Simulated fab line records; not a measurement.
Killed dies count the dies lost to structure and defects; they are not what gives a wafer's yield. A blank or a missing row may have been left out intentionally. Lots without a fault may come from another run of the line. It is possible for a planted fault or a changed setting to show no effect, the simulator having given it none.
Which tool was responsible? ; flow n5_finfet ; 36 wafers from 14 lots sampled at 6 of the route's 1938 steps

WHAT EACH GAUGE READ, for each wafer
N5_BEOL_M3_CD_MEAS_18: pitch 36 nm, target cd 18 nm.
lot;measured;on;cd_nm (nm)
L473;day 6 20:30;cd_sem-02;18.4 19.0 18.4
L474;day 7 04:48;cd_sem-01;18.8 17.5
L475;day 7 14:04;cd_sem-02;18.2 18.0
L476;day 7 17:22;cd_sem-01;18.5 18.6
L477;day 7 20:47;cd_sem-01;17.8 18.2 18.6
L478;day 7 23:32;cd_sem-02;17.3 17.7 18.6
L479;day 8 15:43;cd_sem-01;18.0 18.0 17.6
L480;day 8 21:56;cd_sem-02;18.3 18.3
L481;day 9 02:58;cd_sem-02;18.5 17.4
L485;day 10 06:42;cd_sem-03;17.9 17.8
L486;day 10 10:28;cd_sem-02;18.4 18.3 17.5
L494;day 12 11:36;cd_sem-01;17.6 18.1 17.4
L495;day 12 17:19;cd_sem-01;- - -
L496;day 13 00:42;cd_sem-03;- - -

N5_BEOL_M3_INSPECT_30: inspects for defects (brightfield).
lot;measured;on;raw_defect_count
L473;day 6 21:02;defect_inspect-01;421 363 380
L474;day 7 05:20;defect_inspect-01;363 376
L475;day 7 14:39;defect_inspect-01;335 327
L476;day 7 17:55;defect_inspect-02;470 414
L477;day 7 21:11;defect_inspect-01;351 340 316
L478;day 8 00:04;defect_inspect-02;254 362 364
L479;day 8 16:16;defect_inspect-02;219 360 293
L480;day 8 22:20;defect_inspect-01;266 312
L481;day 9 03:30;defect_inspect-02;441 512
L485;day 10 07:07;defect_inspect-01;579 521
L486;day 10 11:00;defect_inspect-01;291 307 305
L494;day 12 12:08;defect_inspect-02;316 334 470

N5_BEOL_M4_RC_MEAS_101.
lot;measured;on;DIBL_N (mV/V);DIBL_P (mV/V);IOFF_N (nA/um);IOFF_P (nA/um);ION_N (uA/um);ION_P (uA/um);SS_N (mV/dec);SS_P (mV/dec);VT_N (mV);VT_P (mV)
L473;day 7 17:21;prober-01;40.3 36.7 37.4;39.7 36.9 37.3;0.25 0.16 0.16;0.27 0.23 0.23;677 686 690;458 473 473;73.5 71.2 72.0;73.8 72.4 73.4;245 248 250;-249 -248 -247
L474;day 8 02:11;prober-02;37.0 38.1;38.6 39.7;0.17 0.18;0.23 0.26;691 667;466 458;72.8 72.8;74.1 74.7;247 251;-251 -249
L475;day 8 05:43;prober-01;34.7 38.8;34.3 37.2;0.14 0.21;0.18 0.21;698 670;476 459;71.2 73.5;72.8 73.6;254 247;-251 -253
L476;day 8 13:19;prober-01;36.9 37.5;37.5 39.2;0.16 0.18;0.20 0.23;657 670;451 455;72.8 72.1;73.8 74.4;251 249;-256 -250
L477;day 8 14:33;prober-02;36.5 37.0 39.3;34.2 36.7 37.7;0.13 0.15 0.18;0.21 0.26 0.26;670 658 680;468 464 470;71.2 71.2 72.3;73.3 73.5 73.6;254 250 247;-247 -248 -245
L478;day 9 03:02;prober-01;34.2 36.0 36.8;34.4 37.9 38.0;0.15 0.18 0.20;0.18 0.24 0.23;682 670 687;471 457 464;72.3 72.0 72.0;73.2 73.3 74.3;253 247 247;-254 -249 -251
L479;day 9 10:41;prober-02;37.3 39.1 34.8;36.9 38.0 35.0;0.17 0.20 0.13;0.24 0.26 0.23;678 684 650;469 472 454;71.4 72.7 71.0;74.0 74.2 74.0;249 248 250;-249 -247 -248
L480;day 9 12:52;prober-02;36.8 38.7;37.1 38.1;0.14 0.19;0.24 0.25;645 679;448 464;70.6 71.8;73.9 73.3;254 247;-251 -249
L481;day 10 00:06;prober-02;34.7 42.7;33.6 45.1;0.12 0.30;0.16 0.38;657 694;454 473;70.5 73.4;71.5 75.7;257 243;-252 -241
L485;day 11 04:28;prober-01;37.6 36.7;36.7 34.8;0.15 0.16;0.21 0.19;672 681;463 464;70.9 71.4;73.2 73.0;251 250;-249 -248
L486;day 11 07:12;prober-02;39.4 39.2 34.6;39.6 39.9 34.0;0.22 0.21 0.14;0.23 0.25 0.17;676 680 663;457 460 448;72.2 72.6 71.4;74.0 74.8 72.7;248 247 252;-252 -249 -254
L494;day 13 06:29;prober-02;39.4 37.3 37.4;38.3 34.9 36.5;0.23 0.18 0.18;0.24 0.19 0.20;708 685 693;470 465 467;72.3 71.6 72.1;74.6 72.8 73.8;244 248 247;-249 -250 -251

WHICH TOOL RAN EACH LOT (tool, then ch and the chambers of the sampled wafers, then the start)
lot;N5_BEOL_M2_PRE_CLEAN_60;N5_BEOL_M3_HM_DEP_02;N5_BEOL_M3_HM_OPEN_17
L473;cvd_co-01 ch 0,2, day 6 18:05;pvd_sputter-03, day 6 19:10;rie_metal-02 ch 0,1, day 6 20:04
L474;cvd_co-01 ch 1,2, day 7 02:36;pvd_sputter-01, day 7 03:49;rie_metal-01 ch 0, day 7 04:37
L475;cvd_co-02 ch 0,2, day 7 11:52;pvd_sputter-01, day 7 12:57;rie_metal-03 ch 1, day 7 13:50
L476;cvd_co-02 ch 0,2, day 7 14:06;pvd_sputter-02, day 7 16:02;rie_metal-01 ch 0,1, day 7 17:10
L477;cvd_co-01 ch 0,1, day 7 17:08;pvd_sputter-03, day 7 19:38;rie_metal-02 ch 1, day 7 20:31
L478;cvd_co-01 ch 0,1,2, day 7 21:20;pvd_sputter-02, day 7 22:28;rie_metal-02 ch 0,1, day 7 23:21
L479;cvd_co-02 ch 0,1,2, day 8 12:19;pvd_sputter-03, day 8 14:44;rie_metal-02 ch 0,1, day 8 15:32
L480;cvd_co-02 ch 0, day 8 18:43;pvd_sputter-01, day 8 20:59;rie_metal-03 ch 0,1, day 8 21:45
L481;cvd_co-01 ch 0,1, day 9 00:55;pvd_sputter-03, day 9 02:01;rie_metal-02 ch 0,1, day 9 02:47
L485;cvd_co-01 ch 0,1, day 10 04:29;pvd_sputter-01, day 10 05:38;rie_metal-01 ch 0,1, day 10 06:31
L486;cvd_co-01 ch 0,1,2, day 10 08:19;pvd_sputter-02, day 10 09:26;rie_metal-02 ch 1, day 10 10:11
L494;cvd_co-01 ch 0,1,2, day 12 10:08;pvd_sputter-02, day 12 10:40;rie_metal-02 ch 0, day 12 11:25
L495;cvd_co-01 ch 0,2, day 12 15:14;pvd_sputter-02, day 12 16:12;rie_metal-02 ch 0,1, day 12 17:08
L496;cvd_co-01 ch 0,1,2, day 12 22:53;pvd_sputter-01, day 12 23:46;rie_metal-02 ch 0,1, day 13 00:31
- N5_BEOL_M2_PRE_CLEAN_60: time 15 s.
- N5_BEOL_M3_HM_DEP_02: deposits TiN, target thk 20 nm.
- N5_BEOL_M3_HM_OPEN_17: chemistry Cl2/BCl3, target TiN, target depth 20 nm, overetch 6 nm.

AS READ BY THE TOOLS THEMSELVES (means over the sampled wafers that have a number; for cases with no such wafer, the mark the record gives instead)
N5_BEOL_M2_PRE_CLEAN_60.
lot;tool;heater_power_w (W)
L473;cvd_co-01;72
L474;cvd_co-01;96
L475;cvd_co-02;85
L476;cvd_co-02;87
L477;cvd_co-01;93
L478;cvd_co-01;86
L479;cvd_co-02;88
L480;cvd_co-02;74
L481;cvd_co-01;88
L485;cvd_co-01;90
L486;cvd_co-01;87
L494;cvd_co-01;88
L495;cvd_co-01;72
L496;cvd_co-01;87

N5_BEOL_M3_HM_DEP_02.
lot;tool;throttle_valve_pct (%)
L473;pvd_sputter-03;29.4
L474;pvd_sputter-01;29.6
L475;pvd_sputter-01;29.2
L476;pvd_sputter-02;29.1
L477;pvd_sputter-03;30.2
L478;pvd_sputter-02;29.1
L479;pvd_sputter-03;29.6
L480;pvd_sputter-01;29.8
L481;pvd_sputter-03;30.4
L485;pvd_sputter-01;30.4
L486;pvd_sputter-02;29.7
L494;pvd_sputter-02;28.9
L495;pvd_sputter-02;30.1
L496;pvd_sputter-01;29.8

N5_BEOL_M3_HM_OPEN_17.
lot;tool;bcl3_flow_sccm (sccm);bias_w (W);drypump_motor_current_A (A);oes_product_au (a.u.);throttle_valve_pct (%)
L473;rie_metal-02;21.76;126.4;5.9;0.68;21.80
L474;rie_metal-01;21.75;125.7;5.2;0.69;22.31
L475;rie_metal-03;21.84;126.0;4.8;0.78;22.21
L476;rie_metal-01;21.76;125.9;5.7;0.66;22.02
L477;rie_metal-02;21.78;125.4;5.5;0.75;21.69
L478;rie_metal-02;21.73;126.2;6.2;0.61;21.90
L479;rie_metal-02;21.73;126.3;6.2;0.60;21.90
L480;rie_metal-03;21.68;125.8;5.3;0.67;22.13
L481;rie_metal-02;21.69;126.0;6.0;0.63;21.84
L485;rie_metal-01;21.72;126.2;5.7;0.65;22.06
L486;rie_metal-02;21.75;125.9;5.5;0.72;21.71
L494;rie_metal-02;21.80;125.9;6.6;0.78;21.70
L495;rie_metal-02;-;-;-;-;-
L496;rie_metal-02;-;-;-;-;-

THE ANSWER, worked out from the rows above alone
Rule: the lots themselves supply what counts as usual. The widest of any qualifying gaps counts: lots, ordered by their means at a reading, are off when they make up no more than a third of the lots, leave a main group of 4 or more, and stand apart from it by 3 or more times the standard deviation of that group's means. If all means in a main group match to the digits the tables above print for the reading, that group is not used. Also off: a lot with no number at a reading for which 4 or more lots have one. Where the step has rows for the other lots, those lots are counted as sound. After the gauges, taken in route order, come the tools' own readings; for these a lot's mean is taken, as printed above. At the first step where some lot is off, the reading lying furthest off is the one used; lots without a number count as furthest.
Off at N5_BEOL_M3_CD_MEAS_18 (cd_nm): L495, L496. Without a number there: L495, L496. The main group has a mean of 18.1 nm with a standard deviation of 0.27.
A tool fits if, at a process step before that reading, it ran every lot that is off, and no sound lot after the first of them. The gauges at N5_BEOL_M3_CD_MEAS_18 aren't tried: what is off there is off at N5_BEOL_M3_HM_OPEN_17 too, on other tools, and a gauge's error can't cause that. 2 tools fit, cvd_co-01 at N5_BEOL_M2_PRE_CLEAN_60 and rie_metal-02 at N5_BEOL_M3_HM_OPEN_17, so this cannot tell which one it is.

WHAT THE SIMULATOR HAD INSERTED
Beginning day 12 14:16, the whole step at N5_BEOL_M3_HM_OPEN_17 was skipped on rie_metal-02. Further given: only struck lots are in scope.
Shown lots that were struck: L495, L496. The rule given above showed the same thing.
